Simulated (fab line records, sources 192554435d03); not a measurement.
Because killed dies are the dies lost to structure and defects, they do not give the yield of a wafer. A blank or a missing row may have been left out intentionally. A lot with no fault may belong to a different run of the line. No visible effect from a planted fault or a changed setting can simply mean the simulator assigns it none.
3 desks looking at one fault    flow n5_finfet    numbers are kept per desk, each desk with only its own; the story behind them comes last

FROM THE METROLOGY DESK
What the gauges read, lot by lot, whatever tool the lot ran on: means of the sampled wafers that have a number. A lot is out of limits, marked OUT, if its mean lies more than 4 standard deviations from the usual mean; the brackets give that distance. Shown here are 7 of its 12 readings, the ones lying furthest out on some lot.
Columns: A = cd_nm at N5_MOL_CONTACT_COAG_CD_MEAS_40, usual 25.15 nm; B = VD_OVL at N5_MOL_CONTACT_COAG_OVL_MEAS_41, usual 0.2 nm; C = DIBL_P at N5_BEOL_M4_RC_MEAS_101, usual 36.3 mV/V; D = IOFF_N at N5_BEOL_M4_RC_MEAS_101, usual 0.163 nA/um; E = ION_N at N5_BEOL_M4_RC_MEAS_101, usual 673 uA/um; F = ION_P at N5_BEOL_M4_RC_MEAS_101, usual 461 uA/um; G = VT_P at N5_BEOL_M4_RC_MEAS_101, usual -250 mV
lot   first seen here  A      B     C     D      E    F    G
L674  day 5 03:54      24.95  -0.1  33.9  0.140  667  453  -255
L677  day 5 20:40      24.84  0.3   37.3  0.174  675  457  -252
L684  day 7 14:21      24.89  -0.1  37.6  0.194  695  473  -250
L690  day 9 04:14      24.75  0.2   33.5  0.130  660  451  -253
L691  day 9 08:04      24.90  -1.0  36.3  0.161  684  464  -249
This desk's finding: nothing out of limits on any of the 5 lots.

THE DEFECT DESK
Inspection counts along the route, by lot: the mean over sampled wafers that carry a number. A lot is out of limits, marked OUT, if its mean lies more than 4 standard deviations from the usual mean; the brackets give that distance.
Columns: A = raw_defect_count at N5_MOL_CONTACT_COAG_INSPECT_42, usual 212
lot   first seen here  A
L674  day 5 04:00      171
L677  day 5 20:45      162
L684  day 7 14:26      210
L690  day 9 04:20      189
L691  day 9 08:10      262
This desk's finding: nothing out of limits on any of the 5 lots.

DESK OF THE TOOL OWNER: rie_diel-06
The tool's own readings at N5_MOL_CONTACT_COAG_ETCH_67 (etches SOC in N2/H2, target depth 60 nm, overetch 21 nm, time 101.2 s): means of the sampled wafers that have a number, for each lot that ran on this tool. A lot is out of limits, marked OUT, if its mean lies more than 4 standard deviations from the usual mean; the brackets give that distance. Readings shown: 7 out of 8 (the first out of limits, and those lying furthest out on some lot).
Columns: A = bias_w at N5_MOL_CONTACT_COAG_ETCH_67, usual 150.0 W; B = drypump_motor_current_A at N5_MOL_CONTACT_COAG_ETCH_67, usual 5.6 A; C = oes_product_au at N5_MOL_CONTACT_COAG_ETCH_67, usual 0.69 a.u.; D = rf_fwd_power_W at N5_MOL_CONTACT_COAG_ETCH_67, usual 835.0 W; E = rf_vpp_V at N5_MOL_CONTACT_COAG_ETCH_67, usual 524.6 V; F = showerhead_plenum_p_Torr at N5_MOL_CONTACT_COAG_ETCH_67, usual 2.57 Torr; G = throttle_valve_pct at N5_MOL_CONTACT_COAG_ETCH_67, usual 17.8 %
lot   first seen here  A      B    C     D                E                 F     G
L677  day 5 21:11      149.6  5.8  0.62  837.1            524.8             2.57  17.8
L684  day 7 14:52      150.0  5.7  0.63  901.4 (+23) OUT  511.4 (-5.5) OUT  2.54  17.9
This desk's verdict: out of limits on L684, starting with L684 at day 7 14:52 (rf_fwd_power_W at N5_MOL_CONTACT_COAG_ETCH_67). Within limits: L677.

BROUGHT TOGETHER
The tool owner's desk could have raised an alarm at day 7 14:52, on L684.
Nothing out of limits was seen by the metrology desk.
The defect desk saw nothing out of limits.
The metrology desk has L684 on record, within its limits.
The defect desk has L684 on record, within its limits.
N5_MOL_CONTACT_COAG_ETCH_67 was run on rie_diel-06 by each of the lots named.

WHAT HAD BEEN PUT IN BY THE SIMULATOR
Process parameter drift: rie_diel-06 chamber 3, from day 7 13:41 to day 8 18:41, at N5_MOL_CONTACT_COAG_ETCH_67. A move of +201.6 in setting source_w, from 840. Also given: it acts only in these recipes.
Shown lots that were struck: L684.
Delay in hours, fault start to first out-of-limits reading, by desk: the tool owner's desk at 1.
